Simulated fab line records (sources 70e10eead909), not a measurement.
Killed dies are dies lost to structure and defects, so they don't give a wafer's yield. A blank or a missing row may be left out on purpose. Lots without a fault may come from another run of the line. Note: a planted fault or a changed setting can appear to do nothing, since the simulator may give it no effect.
Struck lot and sound lot, side by side + flow nandHarc + 42 out of 1302 route steps
Sound: the wafers L290.1, L290.3, L290.4. Struck: wafer L298.3 (L298.1, L298.6, from the same lot, were not struck and are left out); the cause is given at the end.
At each step with rows: each side's tool, then ch and its chambers, then its first start. Under that, the readings that differ: sound wafers + struck wafers + difference of the means + sigmas: that difference in standard deviations of wafers without a fault.
alike: readings with means less than 2 such deviations apart, plus words and numbers identical on both sides. not compared: withheld readings, readings lacking a value on some wafer, bounds such as >300 that could conceal the same value, and numbers that have no deviation in the record and whose values overlap.
The two part at a step that has a row with sigmas, a row that says differs or no value, or rows on one side only. Numbers that don't overlap but have no deviation are shown without sigmas and don't part them. Lack of a reading on every wafer of one side parts them only where that side has two or more wafers.

first, 7 steps without rows for these wafers: NHARC_P_M1_COAT_34 (time 65 s); NHARC_P_M1_COAT_03 (resist thk 90 nm); NHARC_P_M1_SOFTBAKE_04 (time 55 s); NHARC_P_M1_EBR_05; NHARC_P_M1_EXPOSE_06 (exposes mask P M1, target cd 130 nm); NHARC_P_M1_PEB_07 (peb time 65 s); NHARC_P_M1_DEVELOP_08 (develop time 35 s).
NHARC_P_M1_CD_MEAS_09 targets a cd of 130 nm.
  sound on cdSem-03 ch 0, day 7 18:25; struck on cdSem-02 ch 0, day 11 04:47
  alike: cdNm
NHARC_P_M1_OVL_MEAS_10: pitch 260 nm.
  struck on overlay-02, day 11 04:53; sound on overlay-01, day 7 18:30
  alike: overlayXNm, overlayYNm
NHARC_P_M1_INSPECT_11:
  struck on defectInspect-01, day 11 04:55; sound on defectInspect-02, day 7 18:32
  alike: rawDefectCount
NHARC_P_M1_DESCUM_14: chemistry O2, time 3 s.
  sound on rieDiel-07 ch 0,1,2, day 7 18:36; struck on rieDiel-11 ch 1, day 11 04:59
| reading                  | sound                | struck | difference | sigmas |
|--------------------------|----------------------|--------|------------|--------|
| drypumpMotorCurrentA (A) | 6.5 5.9 5.4          | 5.1    | -0.8       | -2     |
| rfHoursCounterH (h)      | 2 1 1                | 12     | +11        |        |
| throttleValvePct (%)     | 11.310 11.326 11.331 | 11.303 | -0.019     | -2     |
  alike: o2FlowSccm, oesProductAu, rfVppV, showerheadPlenumPTorr
then, 1 step without rows for these wafers: NHARC_P_M1_ETCH_35 (etches the open film in N2/H2, target depth 40 nm, overetch 12 nm, time 43.94 s).
NHARC_P_M1_ETCH_15: etches the open film in C4F8/Ar, target depth 182.5 nm, time 91.2 s.
  sound on rieDiel-07 ch 1,2,3, day 7 18:47; struck on rieDiel-11 ch 0, day 11 05:09
| reading             | sound | struck | difference | sigmas |
|---------------------|-------|--------|------------|--------|
| rfHoursCounterH (h) | 1 1 2 | 12     | +11        |        |
  alike: oesProductAu, rfVppV
NHARC_P_M1_CD_MEAS_16:
  struck on cdSem-03, day 11 05:17; sound on cdSem-01, day 7 18:55
  alike: cdNm
then, 3 steps without rows for these wafers: NHARC_P_M1_STRIP_18 (strips in N2/H2); NHARC_P_M1_ETCH_28 (etches the open film in CF4/N2, target depth 30 nm, time 72.99 s); NHARC_P_M1_STRIP_19 (strips in post etch residue remover, time 600 s).
NHARC_P_M1_DEGAS_29: time 60 s.
  struck on pvdSputter-01, day 11 06:00; sound on pvdSputter-03, day 7 19:38
  alike: heaterPowerW
then, 4 steps without rows for these wafers: NHARC_P_M1_PRE_CLEAN_30 (time 30 s); NHARC_P_M1_PVD_20 (deposits TaN, target thk 5 nm, time 8.06 s); NHARC_P_M1_PVD_21 (deposits Cu, target thk 30 nm, time 20.49 s); NHARC_P_M1_ECD_22 (material Cu, target thk 400 nm).
NHARC_P_M1_ANNEAL_31: time 90 s.
  sound on rtpAnneal-02 ch 0, day 7 20:22; struck on rtpAnneal-02 ch 0, day 11 06:44
  alike: annealTempC, annealTempCMax, wafer_temp_C_max
NHARC_P_M1_CMP_23: polishes, t overpolish 20 s, target thk 157.82 nm.
  sound on cmp-02 ch 0,1,3, day 7 20:44; struck on cmp-02 ch 0, day 11 07:13
  alike: motorCurrentA, timeToEndpointS
NHARC_P_M1_THK_MEAS_24: measures by xrf.
  struck on filmMetro-01, day 11 07:32; sound on filmMetro-01, day 7 21:01
  alike: thkNm
then, 2 steps without rows for these wafers: NHARC_P_M1_SRD_25; NHARC_P_M1_PRE_CLEAN_32 (time 12 s).
NHARC_P_M1_DEP_33: deposits SiCN, target thk 30 nm.
  sound on pecvd-01 ch 0,2, day 7 21:22; struck on pecvd-02 ch 1, day 11 07:50
  alike: heaterPowerW
then, 10 steps without rows for these wafers: NHARC_P_M2_DEP_00 (deposits SiOC, target thk 182.5 nm); NHARC_P_M2_DEHYDRATE_01 (time 120 s); NHARC_P_M2_HMDS_02 (time 30 s); NHARC_P_M2_COAT_34 (time 65 s); NHARC_P_M2_COAT_03 (resist thk 90 nm); NHARC_P_M2_SOFTBAKE_04 (time 55 s); NHARC_P_M2_EBR_05; NHARC_P_M2_EXPOSE_06 (exposes mask P M2, target cd 170 nm); NHARC_P_M2_PEB_07 (peb time 65 s); NHARC_P_M2_DEVELOP_08 (develop time 35 s).
NHARC_P_M2_CD_MEAS_09 targets a cd of 170 nm.
  sound on cdSem-02 ch 0, day 7 22:27; struck on cdSem-03 ch 0, day 11 09:03
  alike: cdNm
NHARC_P_M2_OVL_MEAS_10: pitch 340 nm.
  struck on overlay-01, day 11 09:08; sound on overlay-01, day 7 22:32
  alike: overlayXNm, overlayYNm
NHARC_P_M2_DESCUM_14: chemistry O2, time 3 s.
  sound on rieDiel-10 ch 0,1,3, day 7 22:38; struck on rieDiel-05 ch 3, day 11 12:46
| reading             | sound       | struck                  | difference                   | sigmas |
|---------------------|-------------|-------------------------|------------------------------|--------|
| hold                | - - -       | awaitDispo/3.4h/release | no value on the sound wafers |        |
| rfHoursCounterH (h) | 5.0 5.5 6.3 | 0.9                     | -4.7                         |        |
  alike: drypumpMotorCurrentA, o2FlowSccm, oesProductAu, rfVppV, showerheadPlenumPTorr, throttleValvePct
-- jump in the record: it breaks off in module P_M2 and resumes in module END (first step shown: number 1302 of the route), and 18 days separate the struck wafers' starts before and after --
NHARC_END_SORT_01:
  only the struck wafers appear in the record here, on prober-01 ch 0 at day 29 03:55; the sound ones have no rows

## WHERE THEY PART
Last at NHARC_END_SORT_01 as far as this record goes, first at NHARC_P_M1_DESCUM_14.

WHY: whatever the simulator had introduced
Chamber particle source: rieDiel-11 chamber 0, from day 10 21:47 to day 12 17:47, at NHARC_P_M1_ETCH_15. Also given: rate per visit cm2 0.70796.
